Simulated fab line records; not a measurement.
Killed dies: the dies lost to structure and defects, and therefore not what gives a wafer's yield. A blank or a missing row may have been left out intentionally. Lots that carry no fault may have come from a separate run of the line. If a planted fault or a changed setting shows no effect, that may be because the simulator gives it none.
fab line records    flow nand-harc    part 2 of 2: steps 24 to 29 of 29
record lots=5  wafers=15  last-day=32
route steps=1302 shown A_ONON_D1@447 A_CHANNEL_HOLE_D1@450
lots with no fault: from the same line, run without faults
start-h: start of the lot's first displayed wafer, in hours after the record's first day    wait-h: hours from the lot's prior step to this one    " as in the row above    L1.1+2: several wafers, shown together as one row    - no value, or no start given    * or withheld: withheld    < > ~ a bound
route shown NAME@n: names a module that has steps shown in the file, with the first one's number in the route    usual: mean/standard deviation taken from wafers without a fault    same: alike in all rows    chamber/n: place in a boat    sites: readings site by site    _std_site: standard deviation across them    _edge_site: inner sites' mean taken away from outer sites' mean    radius-mm: for every site, how far away it sits from the centre of the wafer    mask NAME#n: copy n    behind: the tool/chamber that last shaped the wafer    hold: reason for holding the lot/hours on hold/outcome of the hold    device: the n, p or np transistor that did not switch    end of line: tests run on the same wafers once the route is complete    for a step that has no rows: nothing shown but its recipe    killed: dies lost to structure and defects at the first sort, not the wafer's yield    map: a wafer's dies, x killed, . not, _ none there
set.NAME: the setting the step ran with; set.NAME@STEP: the setting that earlier step ran with    model.NAME: the simulator's own value behind a step, which no gauge read
lots at some steps of the route; a table a step, a row a wafer
services: when a tool's chamber went out of use (start-h, in hours from the record's first day, below 0 if earlier), for how many hours, and the reason
## steps
# step NHARC_A_CHANNEL_HOLE_D1_ETCH_19
# recipe bias-v=1200  source-w=2500  pressure-mtorr=15  time-s=34.5  ar-flow-sccm=375  c4f8-flow-sccm=28.8  o2-flow-sccm=96.2  temp-c=-20  target-depth-a=*  chemistry=C4F8/O2/Ar
# usual drypump-motor-current-A=5.8/0.82  showerhead-plenum-p-Torr=3.63/0.097  throttle-valve-pct=37.038/0.0095
lot.wafer  tool         chamber  start-h  wait-h  drypump-motor-current-A  rf-hours-counter-h  showerhead-plenum-p-Torr  throttle-valve-pct
L080.1     har-etch-01  1        240.10   0.1     5.0                      118                 3.54                      37.048
L080.4     "            0        "        "       6.7                      -                   3.62                      37.032
L080.5     "            0        "        "       6.7                      -                   3.62                      37.051
L090.4     har-etch-02  0        343.02   0.1     6.5                      -                   3.71                      37.041
L090.3     "            1        "        "       5.0                      -                   3.66                      37.040
L090.5     "            1        "        "       5.0                      -                   3.66                      37.045
L091.2     har-etch-01  1        348.19   0.1     5.0                      179                 3.51                      37.062
L091.4     "            0        "        "       6.7                      -                   3.59                      37.037
L091.6     "            1        "        "       5.0                      -                   3.51                      37.031
L094.1     har-etch-01  0        384.12   4.0     6.7                      202                 3.57                      37.037
L094.3     "            1        "        "       4.9                      -                   3.50                      37.033
L094.6     "            1        "        "       5.0                      -                   3.50                      37.047
L095.2     har-etch-01  1        388.26   6.7     5.0                      206                 3.49                      37.042
L095.4     "            1        "        "       5.0                      -                   3.49                      37.031
L095.5     "            1        "        "       5.0                      -                   3.49                      37.034
# step NHARC_A_CHANNEL_HOLE_D1_ETCH_20
# recipe bias-v=3000  source-w=withheld  pressure-mtorr=20  time-s=361.9  ar-flow-sccm=375  c4f8-flow-sccm=89.3  o2-flow-sccm=35.7  temp-c=-20  target-depth-a=16000  chemistry=C4F8/O2/Ar
# usual drypump-motor-current-A=5.8/0.82  showerhead-plenum-p-Torr=3.59/0.093  throttle-valve-pct=32.155/0.0093
lot.wafer  tool         chamber  start-h  wait-h  drypump-motor-current-A  rf-hours-counter-h  showerhead-plenum-p-Torr  throttle-valve-pct
L080.1     har-etch-01  1        240.21   0.1     5.0                      118                 3.51                      32.158
L080.4     "            0        "        "       6.7                      -                   3.58                      32.155
L080.5     "            0        "        "       6.7                      -                   3.58                      32.160
L090.4     har-etch-02  0        343.20   0.2     6.5                      -                   3.67                      32.162
L090.3     "            1        "        "       5.0                      -                   3.62                      32.155
L090.5     "            1        "        "       5.0                      -                   3.62                      32.169
L091.2     har-etch-01  1        348.33   0.1     5.0                      179                 3.48                      32.164
L091.4     "            0        "        "       6.6                      -                   3.55                      32.167
L091.6     "            1        "        "       5.0                      -                   3.48                      32.153
L094.1     har-etch-01  0        384.26   0.1     6.7                      202                 3.54                      32.169
L094.3     "            1        "        "       5.0                      -                   3.46                      32.161
L094.6     "            1        "        "       5.0                      -                   3.46                      32.161
L095.2     har-etch-01  1        388.37   0.1     5.0                      206                 3.46                      32.140
L095.4     "            1        "        "       5.0                      -                   3.46                      32.160
L095.5     "            1        "        "       5.0                      -                   3.46                      32.154
# step NHARC_A_CHANNEL_HOLE_D1_ETCH_21
# recipe bias-v=3000  source-w=withheld  pressure-mtorr=20  time-s=514.3  ar-flow-sccm=375  c4f8-flow-sccm=89.3  o2-flow-sccm=35.7  temp-c=-20  target-depth-a=16000  chemistry=C4F8/O2/Ar
# usual drypump-motor-current-A=5.8/0.82  showerhead-plenum-p-Torr=3.59/0.093  throttle-valve-pct=32.155/0.0093
lot.wafer  tool         chamber  start-h  wait-h  drypump-motor-current-A  rf-hours-counter-h  showerhead-plenum-p-Torr  throttle-valve-pct
L080.1     har-etch-01  1        240.52   0.3     5.0                      118                 3.51                      32.169
L080.4     "            0        "        "       6.7                      -                   3.58                      32.149
L080.5     "            0        "        "       6.7                      -                   3.58                      32.160
L090.4     har-etch-02  0        343.55   0.3     6.5                      -                   3.67                      32.138
L090.3     "            1        "        "       5.0                      -                   3.62                      32.152
L090.5     "            1        "        "       5.0                      -                   3.62                      32.156
L091.2     har-etch-01  1        348.67   0.3     5.0                      180                 3.48                      32.159
L091.4     "            0        "        "       6.7                      -                   3.55                      32.156
L091.6     "            1        "        "       5.0                      -                   3.47                      32.156
L094.1     har-etch-01  0        384.60   0.3     6.7                      202                 3.54                      32.154
L094.3     "            1        "        "       5.0                      -                   3.46                      32.162
L094.6     "            1        "        "       5.0                      -                   3.46                      32.147
L095.2     har-etch-01  1        388.68   0.3     5.0                      206                 3.46                      32.162
L095.4     "            1        "        "       5.0                      -                   3.46                      32.146
L095.5     "            1        "        "       5.0                      -                   3.46                      32.159
# step NHARC_A_CHANNEL_HOLE_D1_ETCH_22
# recipe bias-v=3000  source-w=withheld  pressure-mtorr=20  time-s=666.7  ar-flow-sccm=375  c4f8-flow-sccm=89.3  o2-flow-sccm=35.7  temp-c=-20  target-depth-a=16000  chemistry=C4F8/O2/Ar
# usual drypump-motor-current-A=5.8/0.83  showerhead-plenum-p-Torr=3.59/0.093  throttle-valve-pct=32.154/0.0086
lot.wafer  tool         chamber  start-h  wait-h  drypump-motor-current-A  rf-hours-counter-h  showerhead-plenum-p-Torr  throttle-valve-pct
L080.1     har-etch-01  1        240.96   0.4     5.0                      119                 3.51                      32.161
L080.4     "            0        "        "       6.8                      -                   3.58                      32.144
L080.5     "            0        "        "       6.7                      -                   3.58                      32.155
L090.4     har-etch-02  0        344.03   0.4     6.5                      -                   3.67                      32.145
L090.3     "            1        "        "       5.0                      -                   3.62                      32.153
L090.5     "            1        "        "       5.0                      -                   3.62                      32.156
L091.2     har-etch-01  1        349.13   0.4     5.0                      180                 3.47                      32.162
L091.4     "            0        "        "       6.7                      -                   3.55                      32.144
L091.6     "            1        "        "       5.0                      -                   3.47                      32.153
L094.1     har-etch-01  0        385.06   0.4     6.7                      203                 3.54                      32.154
L094.3     "            1        "        "       5.0                      -                   3.46                      32.156
L094.6     "            1        "        "       5.0                      -                   3.46                      32.154
L095.2     har-etch-01  1        389.12   0.4     5.0                      207                 3.46                      32.148
L095.4     "            1        "        "       5.0                      -                   3.46                      32.154
L095.5     "            1        "        "       5.0                      -                   3.46                      32.149
# step NHARC_A_CHANNEL_HOLE_D1_ETCH_23
# recipe bias-v=5000  source-w=withheld  pressure-mtorr=20  time-s=819  ar-flow-sccm=375  c4f8-flow-sccm=89.3  o2-flow-sccm=35.7  temp-c=-20  target-depth-a=16000  chemistry=C4F8/O2/Ar
# usual drypump-motor-current-A=5.8/0.83  showerhead-plenum-p-Torr=3.59/0.093  throttle-valve-pct=32.154/0.0096
lot.wafer  tool         chamber  start-h  wait-h  drypump-motor-current-A  rf-hours-counter-h  showerhead-plenum-p-Torr  throttle-valve-pct
L080.1     har-etch-01  1        241.52   0.5     5.0                      119                 3.51                      32.144
L080.4     "            0        "        "       6.7                      -                   3.58                      32.152
L080.5     "            0        "        "       6.7                      -                   3.58                      32.173
L090.4     har-etch-02  0        344.64   0.5     6.5                      -                   3.67                      32.167
L090.3     "            1        "        "       5.0                      -                   3.62                      32.154
L090.5     "            1        "        "       5.0                      -                   3.62                      32.179
L091.2     har-etch-01  1        349.73   0.5     5.0                      181                 3.47                      32.167
L091.4     "            0        "        "       6.7                      -                   3.55                      32.143
L091.6     "            1        "        "       5.0                      -                   3.47                      32.156
L094.1     har-etch-01  0        385.64   0.5     6.7                      203                 3.54                      32.155
L094.3     "            1        "        "       5.0                      -                   3.46                      32.157
L094.6     "            1        "        "       5.0                      -                   3.46                      32.153
L095.2     har-etch-01  1        389.69   0.5     5.0                      207                 3.46                      32.150
L095.4     "            1        "        "       5.0                      -                   3.46                      32.143
L095.5     "            1        "        "       5.0                      -                   3.46                      32.143
# step NHARC_A_CHANNEL_HOLE_D1_ETCH_24
# recipe bias-v=5000  source-w=withheld  pressure-mtorr=20  time-s=906.2  ar-flow-sccm=375  c4f8-flow-sccm=93.8  o2-flow-sccm=31.2  temp-c=-20  target-depth-a=15000  chemistry=C4F8/O2/Ar
# usual drypump-motor-current-A=5.8/0.82  showerhead-plenum-p-Torr=3.58/0.093  throttle-valve-pct=32.235/0.0098
lot.wafer  tool         chamber  start-h  wait-h  drypump-motor-current-A  rf-hours-counter-h  showerhead-plenum-p-Torr  throttle-valve-pct
L080.1     har-etch-01  1        242.21   0.6     5.0                      120                 3.50                      32.247
L080.4     "            0        "        "       6.8                      -                   3.58                      32.228
L080.5     "            0        "        "       6.7                      -                   3.58                      32.228
L090.4     har-etch-02  0        345.36   0.6     6.5                      -                   3.66                      32.240
L090.3     "            1        "        "       5.0                      -                   3.61                      32.223
L090.5     "            1        "        "       5.0                      -                   3.61                      32.245
L091.2     har-etch-01  1        350.44   0.6     5.0                      181                 3.47                      32.231
L091.4     "            0        "        "       6.8                      -                   3.54                      32.225
L091.6     "            1        "        "       5.0                      -                   3.47                      32.240
L094.1     har-etch-01  0        386.35   0.6     6.7                      204                 3.53                      32.251
L094.3     "            1        "        "       5.0                      -                   3.46                      32.234
L094.6     "            1        "        "       5.0                      -                   3.46                      32.244
L095.2     har-etch-01  1        390.38   0.6     5.0                      208                 3.46                      32.253
L095.4     "            1        "        "       5.0                      -                   3.46                      32.232
L095.5     "            1        "        "       5.0                      -                   3.46                      32.228
## services
tool             chamber  start-h  hours  kind
rie-diel-10      -        247.43   9.0    pm
arfi-scanner-01  -        252.00   4.0    pm
rie-diel-13      3        252.32   1.5    repair
pecvd-01         1        253.20   4.9    repair
arfi-scanner-01  -        259.83   6.5    repair
rie-diel-01      1        261.34   14.6   repair
rie-diel-01      3        274.94   3.1    repair
rie-diel-13      0        285.25   3.4    repair
rie-diel-10      0        288.44   21.7   repair
acl-dep-03       -        298.78   13.0   pm
arfi-scanner-01  -        308.71   0.7    repair
rie-diel-01      -        309.30   0.6    repair
pecvd-01         -        311.00   13.0   pm
rie-diel-13      2        316.63   7.3    repair
litho-track-01   -        330.00   7.0    pm
har-etch-02      -        339.45   2.7    repair
rie-diel-13      -        342.21   9.0    pm
pecvd-01         1        346.27   3.7    repair
litho-track-06   -        354.00   7.0    pm
rie-diel-13      0        375.05   7.5    repair
har-etch-02      -        377.04   17.0   pm
rie-diel-13      2        381.59   2.0    repair
rie-diel-01      -        382.61   9.0    pm
rie-diel-13      3        390.08   12.7   repair
